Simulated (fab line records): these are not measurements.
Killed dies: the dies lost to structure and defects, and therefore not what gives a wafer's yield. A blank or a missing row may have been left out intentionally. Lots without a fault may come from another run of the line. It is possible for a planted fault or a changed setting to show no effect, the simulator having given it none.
Struck lot and sound lot, side by side :: flow n5Finfet :: 36 steps out of a route of 1938
Sound: these wafers, L566.4, L566.5, L566.6. Struck: wafers L570.2, L570.4, L570.6. Last of all comes the cause.
For every step that has rows: the tool of each side, followed by ch and its chambers, followed by its first start. Under that, the readings that differ: sound wafers :: struck wafers :: difference of the means :: sigmas: that difference in standard deviations of wafers without a fault.
alike: readings whose means differ by less than 2 such deviations, and words and numbers that are the same on both sides. not compared: withheld readings, readings that some wafer has no value for, bounds like >300 that may hide the same value, and numbers for which the record gives no deviation and whose values overlap.
A row with sigmas, a row that says differs or no value, or rows on one side alone: a step with any of these is where the two part. When numbers do not overlap yet have no deviation, they are printed without sigmas and do not part them. A reading that every wafer of one side lacks parts them only if that side has two wafers or more.

first, 9 steps without rows for these wafers: N5_BEOL_M4_ANNEAL_95 (time 240 s); N5_BEOL_M4_SPUTTER_96 (material Cu, target thk 4.5 nm, time 8.29 s); N5_BEOL_M4_ECD_50 (material Cu, target thk 300 nm); N5_BEOL_M4_ANNEAL_51 (time 90 s); N5_BEOL_M4_CMP_52 (polishes, stops on SiOC, t overpolish 6.8 s, target thk 40 nm); N5_BEOL_M4_PRE_CLEAN_60 (time 15 s); N5_BEOL_M4_CO_CAP_55 (material Co, precursor CCTBA/H2, target thk 2 nm, time 102.1 s); N5_BEOL_M4_PRE_CLEAN_56 (time 15 s); N5_BEOL_M4_DEP_57 (deposits SiCN from 3MS/NH3, target thk 8 nm, time 14 s).
N5_BEOL_M4_RC_MEAS_101:
  sound on prober-01 ch 0, day 8 23:05; struck on prober-02 ch 0, day 10 08:28
reading: DIBL_N (mV/V)
sound: 34.7 33.6 33.8
struck: 38.1 37.0 38.5
difference: +3.8
sigmas: +3
  alike: DIBL_P, IOFF_N, IOFF_P, ION_N, ION_P, SS_N, SS_P, VT_N, VT_P
then, 24 steps without rows for these wafers: N5_BEOL_M5_ILD_DEP_00 (deposits SiCOH lowk from DEMS/porogen, target thk 140.64 nm, time 25.9 s); N5_BEOL_M5_CURE_79 (cures SiCOH lowk, time 240 s); N5_BEOL_M5_PECVD_70 (deposits SiO2 from TEOS/O2, target thk 16 nm, time 18 s); N5_BEOL_M5_HM_DEP_02 (deposits TiN, target thk 20 nm); N5_BEOL_M5_COAT_59 (time 60 s, resist thk 60 nm); N5_BEOL_M5_COAT_60 (time 60 s, resist thk 12 nm); N5_BEOL_M5_COAT_71 (time 60 s, resist thk 5 nm); N5_BEOL_M5_COAT_05 (resist thk 30 nm); N5_BEOL_M5_EBR_07; N5_BEOL_M5_SOFTBAKE_06 (time 60 s); N5_BEOL_M5_EXPOSE_08 (exposes mask M5, target cd 28 nm); N5_BEOL_M5_PEB_09 (peb time 60 s); N5_BEOL_M5_DEVELOP_10 (develop time 30 s); N5_BEOL_M5_DESCUM_16 (chemistry O2, time 7 s); N5_BEOL_M5_ETCH_72 (etches underlayer in N2/H2, target depth 6.5 nm, time 5.2 s); N5_BEOL_M5_ETCH_61 (etches SiARC in CF4, target depth 15.6 nm, time 26 s); N5_BEOL_M5_ETCH_62 (etches SOC in N2/H2, target depth 75 nm, overetch 15 nm, time 112.5 s); N5_BEOL_M5_STRIP_63 (strips in N2/H2); N5_BEOL_M5_STRIP_73 (strips in N2/H2); N5_BEOL_M5_STRIP_64 (strips in CF4); N5_BEOL_M5_HM_OPEN_17 (chemistry Cl2/BCl3, target TiN, target depth 20 nm, overetch 6 nm); N5_BEOL_M5_STRIP_19 (strips in O2); N5_BEOL_M5_COAT_65 (time 60 s, resist thk 60 nm); N5_BEOL_M5_COAT_66 (time 60 s, resist thk 12 nm).
N5_BEOL_M8_ETCH_41: etches SiCN in CH3F/O2, target depth 31.9 nm, time 57.8 s.
  sound on rieDiel-01 ch 0,1,2, day 10 09:56; struck on rieDiel-06 ch 0,2, day 11 19:56
  no value came back on the struck wafers for any of 9 readings (CH3F_flow_sccm (sccm), O2_flow_sccm (sccm) and others); on the sound wafers CH3F_flow_sccm (sccm) reads 30.00 30.08 29.98
  not compared: rfHoursCounterH
-- here the record skips 3 days between the struck wafers' starts before and after, leaving off in module BEOL_M8 and picking up in module PASSIVATION (first step shown: number 1936 of the route) --
N5_PASSIVATION_PROBE_49:
  only the struck wafers here have rows in the record (prober-01, day 14 17:53); the sound ones have none

== WHERE THEY PART ==
Earliest at N5_BEOL_M4_RC_MEAS_101; latest, in this record, at N5_PASSIVATION_PROBE_49.

WHY: the cause the simulator had injected
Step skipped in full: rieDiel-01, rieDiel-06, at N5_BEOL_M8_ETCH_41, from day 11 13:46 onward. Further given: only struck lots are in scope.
